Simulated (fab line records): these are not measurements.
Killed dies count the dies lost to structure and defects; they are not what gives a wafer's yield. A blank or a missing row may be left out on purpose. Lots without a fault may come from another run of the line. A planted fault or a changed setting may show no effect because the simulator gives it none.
Split-lot study | flow n5Finfet | 39 wafers read across 7 lots, on a route 1938 steps long

THE SPLIT ITSELF
At N5_DUMMY_GATE_EXPOSE_12 (exposes mask GATE, target cd 25 nm), the setting doseMj was moved away from the recipe's 34 on 18 of the 39 wafers read, by -6.9% to +7.0%. All remaining wafers had this setting at the recipe value.

FROM THE SPLIT TO THE READING: what the file shows between them, 2 steps
- N5_DUMMY_GATE_PEB_13: peb time 60 s
- N5_DUMMY_GATE_DEVELOP_14: develop time 30 s

THE READING
cdNm, in nm, at N5_DUMMY_GATE_CD_MEAS_15 (target cd 25.8 nm). On this fab line, fault-free wafers typically give 24.97 nm with a standard deviation of 0.23 nm.

wafer  | tool, chamber at the split | doseMj as run | against the recipe | cdNm, nm | against lot-mates on the recipe
L075.1 | euvScanner-02, 0           | 36.37         | +7.0%              | 24.00    | -0.94
L075.2 | euvScanner-02, 0           | 34            | recipe             | 25.01    | -
L075.3 | euvScanner-02, 0           | 34            | recipe             | 24.83    | -
L075.4 | euvScanner-02, 0           | 34            | recipe             | 24.99    | -
L075.5 | euvScanner-02, 0           | 36.37         | +7.0%              | 24.06    | -0.88
L075.6 | euvScanner-02, 0           | 36.37         | +7.0%              | 23.86    | -1.08
L082.1 | euvScanner-01, 0           | 34            | recipe             | 24.82    | -
L082.2 | euvScanner-01, 0           | 34            | recipe             | 25.29    | -
L082.3 | euvScanner-01, 0           | 31.65         | -6.9%              | 26.80    | +1.76
L082.4 | euvScanner-01, 0           | 31.65         | -6.9%              | 26.38    | +1.34
L082.5 | euvScanner-01, 0           | 31.65         | -6.9%              | 26.30    | +1.26
L082.6 | euvScanner-01, 0           | 34            | recipe             | 25.01    | -
L084.1 | euvScanner-01, 0           | 34.73         | +2.1%              | 24.48    | -0.63
L084.2 | euvScanner-01, 0           | 34            | recipe             | 24.61    | -
L084.3 | euvScanner-01, 0           | 34            | recipe             | 25.44    | -
L084.4 | euvScanner-01, 0           | 34            | recipe             | 25.28    | -
L084.5 | euvScanner-01, 0           | 34.73         | +2.1%              | 24.79    | -0.32
L084.6 | euvScanner-01, 0           | 34.73         | +2.1%              | 24.66    | -0.45
L087.1 | euvScanner-02, 0           | 34            | recipe             | 24.93    | -
L087.2 | euvScanner-02, 0           | 32.78         | -3.6%              | 25.44    | +0.52
L087.3 | euvScanner-02, 0           | 34            | recipe             | 24.76    | -
L087.4 | euvScanner-02, 0           | 32.78         | -3.6%              | 25.36    | +0.44
L087.5 | euvScanner-02, 0           | 32.78         | -3.6%              | 25.59    | +0.67
L087.6 | euvScanner-02, 0           | 34            | recipe             | 25.06    | -
L093.1 | euvScanner-01, 0           | 34            | recipe             | 24.70    | -
L093.2 | euvScanner-01, 0           | 32.31         | -5.0%              | 26.16    | +1.03
L093.3 | euvScanner-01, 0           | 34            | recipe             | 25.15    | -
L093.4 | euvScanner-01, 0           | 32.31         | -5.0%              | 25.68    | +0.55
L093.5 | euvScanner-01, 0           | 34            | recipe             | 25.54    | -
L093.6 | euvScanner-01, 0           | 32.31         | -5.0%              | 26.01    | +0.88
L095.1 | euvScanner-02, 0           | 33.04         | -2.8%              | 25.66    | +0.69
L095.2 | euvScanner-02, 0           | 34            | recipe             | 25.04    | -
L095.3 | euvScanner-02, 0           | 33.04         | -2.8%              | 25.84    | +0.87
L095.4 | euvScanner-02, 0           | 33.04         | -2.8%              | 25.65    | +0.68
L095.5 | euvScanner-02, 0           | 34            | recipe             | 25.09    | -
L095.6 | euvScanner-02, 0           | 34            | recipe             | 24.78    | -
L097.1 | euvScanner-02, 0           | 34            | recipe             | 24.79    | -
L097.3 | euvScanner-02, 0           | 34            | recipe             | 24.97    | -
L097.5 | euvScanner-02, 0           | 34            | recipe             | 24.62    | -

FIT RESULTS
A straight line over all 39 wafers: cdNm changes by -0.18 nm for each +1% of doseMj; r = -0.93; the points scatter about the line by 0.24 nm.
The same after taking each lot's own level away (the mean of its wafers on the recipe; 39 wafers): -0.175 nm for each +1%; r = -0.93; scatter 0.23 nm.
On that fit, the largest move of doseMj shifts the reading by 1.2 nm.
The span of the lots' own levels, 24.793 to 25.130 nm, comes to 1.5 times the standard deviation stated above.
So the lot-to-lot level changes the slope little: the two slopes agree.
Check: -1.22 nm against its lot-mates is what the line predicts for one of the wafers moved furthest among these (+7.0%) when that wafer is left out of the fit. It came out at -0.943 nm against them.

THE WHOLE CHAIN: every reading that the file lists as answering this split, in the file's order
step                     | what it does                             | reading                                                          | change (the file's fit)               | r (the file's)
N5_DUMMY_GATE_CD_MEAS_15 | target cd 25.8 nm                        | cdNm                                                             | -0.177 nm for each +1% of the setting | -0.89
N5_DUMMY_GATE_TRIM_49    | chemistry O2, time 29 s, target cd 14 nm | DUMMY_GATE.cdNm (the simulator's own value, which no gauge read) | -0.153 nm for each +1% of the setting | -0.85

FILE'S OWN FIT
cdNm changes by -0.177 nm for each +1% of doseMj, r = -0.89.
